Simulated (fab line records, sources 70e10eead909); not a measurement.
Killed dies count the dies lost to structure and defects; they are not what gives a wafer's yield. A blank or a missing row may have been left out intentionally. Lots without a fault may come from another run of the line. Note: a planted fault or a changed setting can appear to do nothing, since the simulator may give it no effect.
A lot that was struck, set against a sound lot + flow nand_harc + 44 out of 1302 route steps
Sound: these wafers, L942.1, L942.2, L942.4. The struck wafers were L947.1, L947.2, L947.3. Last of all comes the cause.
Each step with rows lists, per side, the tool, then ch with its chambers, then its first start. Under that, the readings that differ: sound wafers + struck wafers + difference of the means + sigmas: that difference in standard deviations of wafers without a fault.
alike: same words and numbers on both sides, and readings whose means sit less than 2 such deviations apart. not compared: any withheld reading, any reading some wafer has no value for, any bound like >300 that may hide the same value, and any number with overlapping values for which the record gives no deviation.
A row with sigmas, a row that says differs or no value, or rows on one side alone: a step with any of these is where the two part. When numbers do not overlap yet have no deviation, they are printed without sigmas and do not part them. A reading that every wafer of one side lacks parts them only if that side has two wafers or more.

first, 8 steps without rows for these wafers: NHARC_P_GATE_DEHYDRATE_38 (time 120 s); NHARC_P_GATE_HMDS_39 (time 30 s); NHARC_P_GATE_COAT_40; NHARC_P_GATE_SOFTBAKE_41 (time 95 s); NHARC_P_GATE_EBR_42; NHARC_P_GATE_EXPOSE_43 (exposes mask P NSD, target cd 720 nm); NHARC_P_GATE_PEB_44 (peb time 85 s); NHARC_P_GATE_DEVELOP_45 (time 70 s).
NHARC_P_GATE_CD_MEAS_46: target cd 720 nm.
  sound on cd_sem-01 ch 0, day 8 01:05; struck on cd_sem-01 ch 0, day 10 00:16
  alike: cd_nm
then, 3 steps without rows for these wafers: NHARC_P_GATE_HARDBAKE_47 (time 80 s); NHARC_P_GATE_DESCUM_48 (chemistry O2, time 3 s); NHARC_P_GATE_IMPLANT_49.
NHARC_P_GATE_STRIP_111: strips in N2/H2, time 250 s.
  sound on plasma_asher-02 ch 0,1, day 8 01:37; struck on plasma_asher-01 ch 0,1, day 10 00:47
  alike: drypump_motor_current_A, heater_power_w
  not compared: rf_hours_counter_h
NHARC_P_GATE_STRIP_75: strips in O2.
  sound on plasma_asher-02 ch 0,1, day 8 01:55; struck on plasma_asher-01 ch 0,1, day 10 01:06
  alike: drypump_motor_current_A, heater_power_w
  not compared: rf_hours_counter_h
then, 9 steps without rows for these wafers: NHARC_P_GATE_STRIP_50 (strips in SPM, time 900 s); NHARC_P_GATE_DEHYDRATE_51 (time 120 s); NHARC_P_GATE_HMDS_52 (time 30 s); NHARC_P_GATE_COAT_53; NHARC_P_GATE_SOFTBAKE_54 (time 95 s); NHARC_P_GATE_EBR_55; NHARC_P_GATE_EXPOSE_56 (exposes mask P PSD, target cd 720 nm); NHARC_P_GATE_PEB_57 (peb time 85 s); NHARC_P_GATE_DEVELOP_58 (time 70 s).
NHARC_P_GATE_CD_MEAS_59: target cd 720 nm.
  sound on cd_sem-01 ch 0, day 8 02:50; struck on cd_sem-01 ch 0, day 10 02:01
  alike: cd_nm
then, 1 step without rows for these wafers: NHARC_P_GATE_HARDBAKE_60 (time 80 s).
NHARC_P_GATE_DESCUM_61: chemistry O2, time 3 s.
  sound on rie_diel-09 ch 1,2,3, day 8 03:00; struck on rie_diel-09 ch 0,2,3, day 10 02:11
| reading                | sound | struck | difference | sigmas |
|------------------------|-------|--------|------------|--------|
| rf_hours_counter_h (h) | 1 1 1 | 3 3 3  | +2         |        |
  alike: drypump_motor_current_A, oes_product_au, rf_vpp_V, showerhead_plenum_p_Torr, throttle_valve_pct
then, 1 step without rows for these wafers: NHARC_P_GATE_IMPLANT_62.
NHARC_P_GATE_STRIP_112: strips in N2/H2, time 200 s.
  sound on plasma_asher-02 ch 0,1, day 8 03:23; struck on plasma_asher-01 ch 0,1, day 10 02:33
  alike: drypump_motor_current_A, heater_power_w
  not compared: rf_hours_counter_h
NHARC_P_GATE_STRIP_76: strips in O2.
  sound on plasma_asher-02 ch 0,1, day 8 03:39; struck on plasma_asher-01 ch 0,1, day 10 02:49
| reading            | sound       | struck      | difference | sigmas |
|--------------------|-------------|-------------|------------|--------|
| heater_power_w (W) | 335 319 321 | 358 428 415 | +75        | +2     |
  alike: drypump_motor_current_A
  not compared: rf_hours_counter_h
then, 9 steps without rows for these wafers: NHARC_P_GATE_STRIP_63 (strips in SPM, time 900 s); NHARC_P_GATE_DEHYDRATE_83 (time 120 s); NHARC_P_GATE_HMDS_84 (time 30 s); NHARC_P_GATE_COAT_85; NHARC_P_GATE_SOFTBAKE_86 (time 95 s); NHARC_P_GATE_EBR_87; NHARC_P_GATE_EXPOSE_88 (exposes mask P HVN, target cd 2000 nm); NHARC_P_GATE_PEB_89 (peb time 85 s); NHARC_P_GATE_DEVELOP_90 (time 70 s).
NHARC_P_GATE_CD_MEAS_91: target cd 2000 nm.
  sound on cd_sem-02 ch 0, day 8 04:34; struck on cd_sem-02 ch 0, day 10 03:36
  alike: cd_nm
then, 1 step without rows for these wafers: NHARC_P_GATE_HARDBAKE_92 (time 80 s).
NHARC_P_GATE_DESCUM_93: chemistry O2, time 3 s.
  sound on rie_diel-09 ch 0,2,3, day 8 04:43; struck on rie_diel-01 ch 0,1,3, day 10 03:46
| reading                | sound | struck | difference | sigmas |
|------------------------|-------|--------|------------|--------|
| rf_hours_counter_h (h) | 1 1 1 | 0 0 0  | -1         |        |
  alike: drypump_motor_current_A, oes_product_au, rf_vpp_V, showerhead_plenum_p_Torr, throttle_valve_pct
then, 1 step without rows for these wafers: NHARC_P_GATE_IMPLANT_94.
NHARC_P_GATE_INSPECT_68:
  struck on defect_inspect-01, day 10 06:42; sound on defect_inspect-02, day 8 08:39
| reading          | sound       | struck      | difference | sigmas |
|------------------|-------------|-------------|------------|--------|
| raw_defect_count | 294 212 172 | 718 706 736 | +494       | +6     |
-- break in the record here, with 18 days between the starts of the struck wafers on either side (left off in module P_GATE, picked up again in module END, where the first step shown is number 1302 on the route) --
NHARC_END_SORT_01:
  sound on prober-01 ch 0, day 26 18:08; struck on prober-01 ch 0, day 28 10:49
| reading             | sound    | struck      | difference | sigmas |
|---------------------|----------|-------------|------------|--------|
| killed_at_periphery | 1 1 2    | 84 90 86    | +85        | +33    |
| killed_dies         | 63 43 51 | 106 129 125 | +68        | +4     |
  alike: killed_at_array, killed_at_other, killed_open, killed_short

## WHERE THEY PART
First at NHARC_P_GATE_STRIP_76; last, within this record, at NHARC_END_SORT_01.

WHY: what the simulator had put in
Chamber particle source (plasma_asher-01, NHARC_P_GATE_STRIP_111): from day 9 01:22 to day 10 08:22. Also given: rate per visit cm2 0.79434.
